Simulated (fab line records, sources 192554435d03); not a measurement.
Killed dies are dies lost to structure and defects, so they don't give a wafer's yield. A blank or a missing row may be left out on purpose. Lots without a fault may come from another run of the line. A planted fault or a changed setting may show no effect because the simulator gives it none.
Which tool did it? | flow n5_finfet | 24 lots, 72 wafers sampled, at 6 steps of a route of 1938

WHAT THE GAUGES READ, wafer by wafer
N5_BEOL_M15_THK_MEAS_50: measures by xrf. Usual: M15_THK 862 nm, standard deviation 19.
lot  | measured     | on            | M15_THK (nm) | flag
L074 | day 11 17:30 | film_metro-01 | 874 870 875  |
L075 | day 11 19:37 | film_metro-01 | 870 869 879  |
L076 | day 11 23:28 | film_metro-01 | 873 866 849  |
L077 | day 12 11:52 | film_metro-02 | 876 888 868  |
L078 | day 12 12:59 | film_metro-01 | 860 860 856  |
L079 | day 12 13:48 | film_metro-01 | 861 856 848  |
L080 | day 12 17:02 | film_metro-02 | 858 874 854  |
L081 | day 12 23:32 | film_metro-01 | 850 879 863  |
L082 | day 13 09:55 | film_metro-02 | 838 857 852  |
L083 | day 13 12:25 | film_metro-01 | 889 866 891  |
L084 | day 13 19:47 | film_metro-01 | 889 923 921  |
L085 | day 13 23:37 | film_metro-02 | 844 834 850  |
L086 | day 14 08:04 | film_metro-01 | 881 848 866  |
L088 | day 14 12:50 | film_metro-01 | 843 853 885  |
L089 | day 14 20:02 | film_metro-02 | 872 869 841  |
L090 | day 15 00:49 | film_metro-02 | 861 867 907  |
L087 | day 15 04:03 | film_metro-02 | 862 852 851  |
L091 | day 15 04:11 | film_metro-01 | 867 867 872  |
L092 | day 16 22:37 | film_metro-01 | 871 855 871  |
L093 | day 17 06:13 | film_metro-01 | 835 824 824  |
L094 | day 17 07:25 | film_metro-02 | 870 860 873  |
L097 | day 17 10:32 | film_metro-02 | 874 837 851  |
L095 | day 17 13:35 | film_metro-02 | 824 836 837  |
L096 | day 18 11:22 | film_metro-01 | 853 835 848  |

WHICH TOOL RAN EACH LOT (tool, then ch and the chambers of the sampled wafers, then the start)
lot  | N5_BEOL_M14_ILD_DEP_00          | N5_BEOL_M14_STRIP_63                          | N5_BEOL_M14_STRIP_64                          | N5_BEOL_M15_ETCH_61                | N5_BEOL_M15_DEGAS_41
L074 | pecvd-04 ch 0,1,2, day 11 07:35 | rie_diel-03 ch 0,3, day 11 14:51 or earlier   | rie_diel-03 ch 0,3, day 11 14:51 or earlier   | rie_diel-06 ch 0,3, day 11 14:51   | pvd_sputter-02, day 11 16:03
L075 | pecvd-03 ch 0,2, day 11 07:43   | rie_diel-05 ch 0,2,3, day 11 17:40 or earlier | rie_diel-05 ch 0,2,3, day 11 17:40 or earlier | rie_diel-06 ch 1,3, day 11 17:40   | pvd_sputter-03, day 11 18:22
L076 | pecvd-04 ch 0,1, day 11 10:20   | rie_diel-01 ch 0,1, day 11 18:19 or earlier   | rie_diel-01 ch 0,1, day 11 18:19 or earlier   | rie_diel-06 ch 2,3, day 11 18:19   | pvd_sputter-02, day 11 21:20
L077 | pecvd-03 ch 0,1,2, day 11 22:39 | rie_diel-03 ch 0,1,3, day 12 05:54 or earlier | rie_diel-03 ch 0,1,3, day 12 05:54 or earlier | rie_diel-02 ch 0,1,3, day 12 05:54 | pvd_sputter-03, day 12 09:29
L078 | pecvd-01 ch 0,1, day 11 23:10   | rie_diel-03 ch 0,3, day 12 07:47 or earlier   | rie_diel-03 ch 0,3, day 12 07:47 or earlier   | rie_diel-06 ch 1,2, day 12 07:47   | pvd_sputter-02, day 12 09:59
L079 | pecvd-04 ch 0,2, day 12 02:22   | rie_diel-05 ch 2,3, day 12 08:48 or earlier   | rie_diel-05 ch 2,3, day 12 08:48 or earlier   | rie_diel-04 ch 1,2,3, day 12 08:48 | pvd_sputter-03, day 12 11:51
L080 | pecvd-01 ch 1,2, day 12 05:48   | rie_diel-01 ch 0,1, day 12 14:12 or earlier   | rie_diel-01 ch 0,1, day 12 14:12 or earlier   | rie_diel-06 ch 1,2,3, day 12 14:12 | pvd_sputter-01, day 12 15:51
L081 | pecvd-04 ch 0,1,2, day 12 12:55 | rie_diel-03 ch 0,2,3, day 12 20:11 or earlier | rie_diel-03 ch 0,2,3, day 12 20:11 or earlier | rie_diel-06 ch 0,1,2, day 12 20:11 | pvd_sputter-03, day 12 22:18
L082 | pecvd-04 ch 0,1,2, day 13 00:35 | rie_diel-01 ch 0,1,2, day 13 07:50 or earlier | rie_diel-01 ch 0,1,2, day 13 07:50 or earlier | rie_diel-04 ch 0,1,3, day 13 07:50 | pvd_sputter-02, day 13 08:29
L083 | pecvd-03 ch 1,2, day 13 01:29   | rie_diel-01 ch 1,2, day 13 08:37 or earlier   | rie_diel-01 ch 1,2, day 13 08:37 or earlier   | rie_diel-06 ch 0,1, day 13 08:37   | pvd_sputter-01, day 13 11:12
L084 | pecvd-01 ch 0,2, day 13 09:34   | rie_diel-01 ch 1,2,3, day 13 17:03 or earlier | rie_diel-01 ch 1,2,3, day 13 17:03 or earlier | rie_diel-06 ch 0,3, day 13 17:03   | pvd_sputter-01, day 13 18:35
L085 | pecvd-04 ch 0,1,2, day 13 13:25 | rie_diel-01 ch 0,1,2, day 13 20:55 or earlier | rie_diel-01 ch 0,1,2, day 13 20:55 or earlier | rie_diel-04 ch 1,2,3, day 13 20:55 | pvd_sputter-03, day 13 22:23
L086 | pecvd-03 ch 0,2, day 13 19:27   | rie_diel-05 ch 1,2,3, day 14 03:02 or earlier | rie_diel-05 ch 1,2,3, day 14 03:02 or earlier | rie_diel-02 ch 1,2,3, day 14 03:02 | pvd_sputter-01, day 14 06:52
L088 | pecvd-03 ch 0,1, day 14 01:22   | rie_diel-05 ch 1,2,3, day 14 10:01 or earlier | rie_diel-05 ch 1,2,3, day 14 10:01 or earlier | rie_diel-06 ch 0,2,3, day 14 10:01 | pvd_sputter-03, day 14 11:26
L089 | pecvd-03 ch 0,1,2, day 14 09:07 | rie_diel-03 ch 0,1,2, day 14 16:55 or earlier | rie_diel-03 ch 0,1,2, day 14 16:55 or earlier | rie_diel-02 ch 0,2,3, day 14 16:55 | pvd_sputter-01, day 14 18:50
L090 | pecvd-01 ch 0,2, day 14 11:26   | rie_diel-05 ch 0,1,3, day 14 18:25 or earlier | rie_diel-05 ch 0,1,3, day 14 18:25 or earlier | rie_diel-06 ch 0,1,2, day 14 18:25 | pvd_sputter-01, day 14 23:37
L087 | pecvd-01 ch 0,2, day 14 12:41   | rie_diel-03 ch 0,1, day 14 20:53 or earlier   | rie_diel-03 ch 0,1, day 14 20:53 or earlier   | rie_diel-06 ch 1,3, day 14 20:53   | pvd_sputter-01, day 15 02:52
L091 | pecvd-04 ch 0,1, day 14 13:50   | rie_diel-05 ch 0,1, day 15 01:01 or earlier   | rie_diel-05 ch 0,1, day 15 01:01 or earlier   | rie_diel-06 ch 1,2, day 15 01:01   | pvd_sputter-02, day 15 03:00
L092 | pecvd-04 ch 0,1,2, day 16 07:08 | rie_diel-03 ch 1,2, day 16 19:23 or earlier   | rie_diel-03 ch 1,2, day 16 19:23 or earlier   | rie_diel-02 ch 1,2, day 16 19:23   | pvd_sputter-03, day 16 21:05
L093 | pecvd-04 ch 0,1,2, day 16 18:05 | rie_diel-03 ch 1,3, day 17 02:35 or earlier   | rie_diel-03 ch 1,3, day 17 02:35 or earlier   | rie_diel-04 ch 2,3, day 17 02:35   | pvd_sputter-02, day 17 04:59
L094 | pecvd-01 ch 0,2, day 16 18:22   | rie_diel-05 ch 0,1,2, day 17 02:44 or earlier | rie_diel-05 ch 0,1,2, day 17 02:44 or earlier | rie_diel-02 ch 1,2, day 17 02:44   | pvd_sputter-03, day 17 06:14
L097 | pecvd-01 ch 0,1, day 16 19:14   | rie_diel-05 ch 0,2,3, day 17 03:11 or earlier | rie_diel-05 ch 0,2,3, day 17 03:11 or earlier | rie_diel-04 ch 0,3, day 17 03:11   | pvd_sputter-03, day 17 09:17
L095 | pecvd-04 ch 0,1,2, day 16 19:48 | rie_diel-05 ch 1,3, day 17 06:48 or earlier   | rie_diel-05 ch 1,3, day 17 06:48 or earlier   | rie_diel-04 ch 1,2, day 17 06:48   | pvd_sputter-03, day 17 12:23
L096 | pecvd-01 ch 0,1,2, day 17 20:14 | rie_diel-01 ch 0,2, day 18 07:50 or earlier   | rie_diel-01 ch 0,2, day 18 07:50 or earlier   | rie_diel-06 ch 1,2,3, day 18 07:50 | pvd_sputter-01, day 18 10:10
- N5_BEOL_M14_ILD_DEP_00: deposits SiO2 from TEOS/O2, target thk 1119.3 nm, time 237.4 s.
- N5_BEOL_M14_STRIP_63: strips in O2.
- N5_BEOL_M14_STRIP_64: strips in O2.
- N5_BEOL_M15_ETCH_61: etches BARC in N2/H2, target depth 89 nm, overetch 26.7 nm, time 67.9 s.
- N5_BEOL_M15_DEGAS_41: time 60 s.

WHAT THE TOOLS THEMSELVES READ (means of the sampled wafers that have a number; where no wafer has one, the mark that the record gives instead)
N5_BEOL_M14_ILD_DEP_00. Usual: heater_power_w 526 W, standard deviation 110; showerhead_plenum_p_Torr 8.34 Torr, standard deviation 0.038; throttle_valve_pct 18.4 %, standard deviation 1.
lot  | tool     | heater_power_w (W) | showerhead_plenum_p_Torr (Torr) | throttle_valve_pct (%) | flag
L074 | pecvd-04 | 380                | 8.33                            | 17.6                   |
L075 | pecvd-03 | 453                | 8.31                            | 18.5                   |
L076 | pecvd-04 | 401                | 8.31                            | 17.8                   |
L077 | pecvd-03 | 532                | 8.34                            | 19.0                   |
L078 | pecvd-01 | 685                | 8.39                            | 19.5                   |
L079 | pecvd-04 | 477                | 8.36                            | 17.6                   |
L080 | pecvd-01 | 703                | 8.33                            | 18.7                   |
L081 | pecvd-04 | 425                | 8.34                            | 17.6                   |
L082 | pecvd-04 | 497                | 8.34                            | 17.6                   |
L083 | pecvd-03 | 611                | 8.36                            | 19.7                   |
L084 | pecvd-01 | 617                | 8.32                            | 18.2                   |
L085 | pecvd-04 | 455                | 8.34                            | 17.8                   |
L086 | pecvd-03 | 446                | 8.33                            | 18.5                   |
L088 | pecvd-03 | 494                | 8.36                            | 19.6                   |
L089 | pecvd-03 | 581                | 8.35                            | 19.3                   |
L090 | pecvd-01 | 592                | 8.31                            | 18.0                   |
L087 | pecvd-01 | 513                | 8.32                            | 18.2                   |
L091 | pecvd-04 | 418                | 8.31                            | 17.8                   |
L092 | pecvd-04 | 446                | 8.34                            | 17.7                   |
L093 | pecvd-04 | 416                | 8.34                            | 17.7                   |
L094 | pecvd-01 | 587                | 8.31                            | 18.2                   |
L097 | pecvd-01 | 679                | 8.40                            | 19.6                   |
L095 | pecvd-04 | 473                | 8.34                            | 17.8                   |
L096 | pecvd-01 | 648                | 8.34                            | 18.9                   |

N5_BEOL_M14_STRIP_63. Usual: drypump_motor_current_A 5.7 A, standard deviation 0.43; oes_product_au 0.80 a.u., standard deviation 0.088; rf_vpp_V 3.6 V, standard deviation 0.9; showerhead_plenum_p_Torr 2.14 Torr, standard deviation 0.044; temp_c 59.98 C, standard deviation 0.11; throttle_valve_pct 16.58 %, standard deviation 0.2.
lot  | tool        | drypump_motor_current_A (A) | oes_product_au (a.u.) | rf_vpp_V (V) | showerhead_plenum_p_Torr (Torr) | temp_c (C) | throttle_valve_pct (%) | flag
L074 | rie_diel-03 | 5.5                         | 0.74                  | 4.5          | 2.18                            | 59.96      | 16.67                  |
L075 | rie_diel-05 | 6.0                         | 0.86                  | 3.6          | 2.11                            | 60.02      | 16.50                  |
L076 | rie_diel-01 | 6.1                         | 0.73                  | 3.9          | 2.18                            | 59.90      | 16.67                  |
L077 | rie_diel-03 | 5.4                         | 0.79                  | 4.4          | 2.17                            | 60.08      | 16.68                  |
L078 | rie_diel-03 | 5.7                         | 0.80                  | 3.8          | 2.19                            | 59.80      | 16.61                  |
L079 | rie_diel-05 | 5.8                         | 0.90                  | 3.3          | 2.10                            | 59.88      | 16.49                  |
L080 | rie_diel-01 | 6.2                         | 0.72                  | 3.8          | 2.17                            | 60.06      | 16.66                  |
L081 | rie_diel-03 | 5.4                         | 0.83                  | 3.3          | 2.17                            | 59.98      | 16.47                  |
L082 | rie_diel-01 | 5.8                         | 0.77                  | 4.1          | 2.17                            | 60.00      | 16.73                  |
L083 | rie_diel-01 | 5.4                         | 0.83                  | 3.6          | 2.16                            | 59.99      | 16.78                  |
L084 | rie_diel-01 | 5.7                         | 0.78                  | 4.5          | 2.15                            | 59.92      | 16.73                  |
L085 | rie_diel-01 | 5.7                         | 0.77                  | 3.6          | 2.16                            | 59.83      | 16.74                  |
L086 | rie_diel-05 | 5.6                         | 0.82                  | 3.5          | 2.08                            | 60.00      | 16.51                  |
L088 | rie_diel-05 | 5.6                         | 0.83                  | 3.4          | 2.08                            | 59.98      | 16.53                  |
L089 | rie_diel-03 | 5.5                         | 0.84                  | 3.5          | 2.16                            | 59.98      | 16.51                  |
L090 | rie_diel-05 | 5.7                         | 0.87                  | 3.8          | 2.09                            | 60.04      | 16.38                  |
L087 | rie_diel-03 | 5.5                         | 0.81                  | 3.8          | 2.15                            | 60.05      | 16.71                  |
L091 | rie_diel-05 | 5.5                         | 0.81                  | 3.6          | 2.10                            | 59.93      | 16.30                  |
L092 | rie_diel-03 | 5.3                         | 0.84                  | 3.5          | 2.14                            | 60.00      | 16.36                  |
L093 | rie_diel-03 | 5.3                         | 0.84                  | 3.5          | 2.13                            | 59.87      | 16.62                  |
L094 | rie_diel-05 | 5.8                         | 0.81                  | 3.9          | 2.11                            | 60.00      | 16.35                  |
L097 | rie_diel-05 | 6.0                         | 0.87                  | 3.7          | 2.09                            | 60.11      | 16.44                  |
L095 | rie_diel-05 | 5.5                         | 0.81                  | 3.7          | 2.05                            | 59.94      | 16.62                  |
L096 | rie_diel-01 | 5.9                         | 0.72                  | 3.5          | 2.14                            | 60.10      | 16.82                  |

N5_BEOL_M14_STRIP_64. Usual: drypump_motor_current_A 5.7 A, standard deviation 0.43; oes_product_au 0.80 a.u., standard deviation 0.088; rf_vpp_V 3.6 V, standard deviation 0.49; showerhead_plenum_p_Torr 2.14 Torr, standard deviation 0.044; temp_c 60.00 C, standard deviation 0.1; throttle_valve_pct 16.58 %, standard deviation 0.2.
lot  | tool        | drypump_motor_current_A (A) | oes_product_au (a.u.) | rf_vpp_V (V) | showerhead_plenum_p_Torr (Torr) | temp_c (C) | throttle_valve_pct (%) | flag
L074 | rie_diel-03 | 5.5                         | 0.75                  | 3.3          | 2.18                            | 60.02      | 16.66                  |
L075 | rie_diel-05 | 6.0                         | 0.85                  | 3.4          | 2.11                            | 60.02      | 16.50                  |
L076 | rie_diel-01 | 6.1                         | 0.73                  | 3.8          | 2.18                            | 59.95      | 16.66                  |
L077 | rie_diel-03 | 5.4                         | 0.79                  | 3.5          | 2.17                            | 60.03      | 16.66                  |
L078 | rie_diel-03 | 5.6                         | 0.80                  | 3.3          | 2.19                            | 59.98      | 16.61                  |
L079 | rie_diel-05 | 5.8                         | 0.91                  | 3.1          | 2.10                            | 59.92      | 16.50                  |
L080 | rie_diel-01 | 6.1                         | 0.72                  | 3.5          | 2.17                            | 59.97      | 16.68                  |
L081 | rie_diel-03 | 5.5                         | 0.84                  | 3.8          | 2.17                            | 60.09      | 16.47                  |
L082 | rie_diel-01 | 5.8                         | 0.77                  | 3.9          | 2.17                            | 59.97      | 16.72                  |
L083 | rie_diel-01 | 5.4                         | 0.83                  | 3.7          | 2.16                            | 59.94      | 16.78                  |
L084 | rie_diel-01 | 5.7                         | 0.77                  | 3.4          | 2.15                            | 60.04      | 16.72                  |
L085 | rie_diel-01 | 5.7                         | 0.77                  | 3.8          | 2.16                            | 60.04      | 16.74                  |
L086 | rie_diel-05 | 5.6                         | 0.82                  | 3.2          | 2.08                            | 59.96      | 16.51                  |
L088 | rie_diel-05 | 5.6                         | 0.83                  | 3.9          | 2.08                            | 60.05      | 16.53                  |
L089 | rie_diel-03 | 5.5                         | 0.85                  | 3.8          | 2.16                            | 59.97      | 16.49                  |
L090 | rie_diel-05 | 5.7                         | 0.87                  | 3.7          | 2.09                            | 59.96      | 16.39                  |
L087 | rie_diel-03 | 5.5                         | 0.81                  | 3.6          | 2.15                            | 59.99      | 16.71                  |
L091 | rie_diel-05 | 5.5                         | 0.80                  | 3.6          | 2.10                            | 59.91      | 16.30                  |
L092 | rie_diel-03 | 5.3                         | 0.85                  | 3.5          | 2.14                            | 60.07      | 16.38                  |
L093 | rie_diel-03 | 5.3                         | 0.83                  | 3.9          | 2.13                            | 59.98      | 16.62                  |
L094 | rie_diel-05 | 5.8                         | 0.81                  | 3.6          | 2.11                            | 59.98      | 16.36                  |
L097 | rie_diel-05 | 6.0                         | 0.88                  | 3.5          | 2.09                            | 59.95      | 16.43                  |
L095 | rie_diel-05 | 5.5                         | 0.81                  | 3.1          | 2.05                            | 59.95      | 16.62                  |
L096 | rie_diel-01 | 6.0                         | 0.73                  | 3.2          | 2.14                            | 59.99      | 16.80                  |

N5_BEOL_M15_ETCH_61. Usual: drypump_motor_current_A 5.6 A, standard deviation 0.34; oes_product_au 0.67 a.u., standard deviation 0.072; rf_vpp_V 523.4 V, standard deviation 2.1; showerhead_plenum_p_Torr 2.53 Torr, standard deviation 0.069; throttle_valve_pct 17.93 %, standard deviation 0.29.
lot  | tool        | drypump_motor_current_A (A) | oes_product_au (a.u.) | rf_vpp_V (V) | showerhead_plenum_p_Torr (Torr) | throttle_valve_pct (%) | flag
L074 | rie_diel-06 | 5.4                         | 0.61                  | 522.6        | 2.49                            | 18.12                  |
L075 | rie_diel-06 | 5.4                         | 0.63                  | 521.9        | 2.47                            | 18.19                  |
L076 | rie_diel-06 | 5.7                         | 0.65                  | 520.1        | 2.44                            | 18.13                  |
L077 | rie_diel-02 | 5.6                         | 0.72                  | 523.3        | 2.59                            | 18.01                  |
L078 | rie_diel-06 | 5.6                         | 0.66                  | 523.5        | 2.51                            | 17.98                  |
L079 | rie_diel-04 | 5.8                         | 0.64                  | 524.5        | 2.57                            | 17.89                  |
L080 | rie_diel-06 | 5.6                         | 0.65                  | 521.4        | 2.48                            | 18.07                  |
L081 | rie_diel-06 | 5.5                         | 0.72                  | 524.7        | 2.54                            | 17.77                  |
L082 | rie_diel-04 | 5.7                         | 0.63                  | 523.5        | 2.53                            | 17.88                  |
L083 | rie_diel-06 | 5.2                         | 0.76                  | 524.7        | 2.58                            | 17.59                  |
L084 | rie_diel-06 | 5.2                         | 0.74                  | 523.9        | 2.54                            | 17.69                  |
L085 | rie_diel-04 | 5.7                         | 0.63                  | 524.7        | 2.57                            | 17.90                  |
L086 | rie_diel-02 | 5.6                         | 0.66                  | 524.0        | 2.56                            | 17.99                  |
L088 | rie_diel-06 | 5.5                         | 0.70                  | 523.0        | 2.50                            | 17.87                  |
L089 | rie_diel-02 | 5.4                         | 0.66                  | 523.8        | 2.57                            | 17.97                  |
L090 | rie_diel-06 | 5.5                         | 0.70                  | 523.2        | 2.53                            | 17.79                  |
L087 | rie_diel-06 | 5.4                         | 0.62                  | 521.0        | 2.46                            | 18.24                  |
L091 | rie_diel-06 | 5.5                         | 0.65                  | 522.2        | 2.51                            | 18.01                  |
L092 | rie_diel-02 | 5.7                         | 0.80                  | 522.8        | 2.54                            | 17.78                  |
L093 | rie_diel-04 | 5.6                         | 0.60                  | 525.9        | 2.62                            | 18.03                  |
L094 | rie_diel-02 | 5.7                         | 0.78                  | 523.3        | 2.54                            | 17.78                  |
L097 | rie_diel-04 | 5.6                         | 0.68                  | 524.7        | 2.58                            | 17.88                  |
L095 | rie_diel-04 | 6.0                         | 0.61                  | 524.2        | 2.55                            | 17.84                  |
L096 | rie_diel-06 | 5.6                         | 0.62                  | 521.6        | 2.46                            | 18.13                  |

N5_BEOL_M15_DEGAS_41. Usual: heater_power_w 482 W, standard deviation 39.
lot  | tool           | heater_power_w (W) | flag
L074 | pvd_sputter-02 | 453                |
L075 | pvd_sputter-03 | 467                |
L076 | pvd_sputter-02 | 478                |
L077 | pvd_sputter-03 | 516                |
L078 | pvd_sputter-02 | 459                |
L079 | pvd_sputter-03 | 447                |
L080 | pvd_sputter-01 | 526                |
L081 | pvd_sputter-03 | 449                |
L082 | pvd_sputter-02 | 452                |
L083 | pvd_sputter-01 | 511                |
L084 | pvd_sputter-01 | 513                |
L085 | pvd_sputter-03 | 513                |
L086 | pvd_sputter-01 | 495                |
L088 | pvd_sputter-03 | 470                |
L089 | pvd_sputter-01 | 509                |
L090 | pvd_sputter-01 | 526                |
L087 | pvd_sputter-01 | 467                |
L091 | pvd_sputter-02 | 472                |
L092 | pvd_sputter-03 | 474                |
L093 | pvd_sputter-02 | 429                |
L094 | pvd_sputter-03 | 457                |
L097 | pvd_sputter-03 | 485                |
L095 | pvd_sputter-03 | 466                |
L096 | pvd_sputter-01 | 498                |

THE ANSWER, worked out from the rows above alone
Rule: a lot is off if the mean of its wafers that have a number lies more than 3 standard deviations from the usual mean. A lot without any number at a reading at which 4 lots or more have one is off too. The other lots that the step has rows for count as sound. The gauges are gone through in route order, then the tools' own readings, and for those a lot's mean is taken as printed above. The first step at which some lot is off is used, and at that step the reading that is off furthest; a lot without a number counts as furthest.
No lot is off at any reading shown: from this, nothing can be told.

WHAT THE SIMULATOR HAD PUT IN
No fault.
